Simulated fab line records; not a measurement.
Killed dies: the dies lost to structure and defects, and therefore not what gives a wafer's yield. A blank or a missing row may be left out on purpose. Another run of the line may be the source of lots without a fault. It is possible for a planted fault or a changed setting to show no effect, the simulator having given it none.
Matching of chambers ; flow n5_finfet ; 4 sister chambers for N5_MOL_CONTACT_COAG_DESCUM_13 on rie_diel-03
The step chemistry O2, time 7 s. 4 wafers are shown with their chamber, then 7 later ones without.

## WAFERS WITH THEIR CHAMBER
wafer;chamber;drypump_motor_current_A (A)
L087.1;2;5.70
L087.2;1;5.23
L089.2;0;5.09
L089.5;3;5.95

## WAFERS WITH NO CHAMBER GIVEN
wafer;drypump_motor_current_A (A)
L089.6;5.09
L093.3;5.70
L093.5;5.90
L093.6;5.08
L095.1;5.22
L095.2;5.71
L095.4;5.71

## WHICH CHAMBER EACH ONE RAN IN
wafer;from the rows above;in truth
L089.6;0;0
L093.3;2;2
L093.5;3;3
L093.6;0;0
L095.1;1;1
L095.2;2;2
L095.4;2;2
Correctly placed: 7 of 7. Number that these rows cannot place: 0. Number placed wrongly: 0.
How it was worked out, from the rows above alone: a wafer's distance from a chamber is the root of the sum, over the readings, of the square of ((its reading less the chamber's mean) divided by the reading's scatter). The wafer belongs to the nearest chamber; if the next one is less than 2 further off, it can't be placed. A chamber's mean is the mean of its shown wafers. The scatter: root of mean squared gap, hidden wafer to nearest shown wafer, with one shown wafer a chamber.
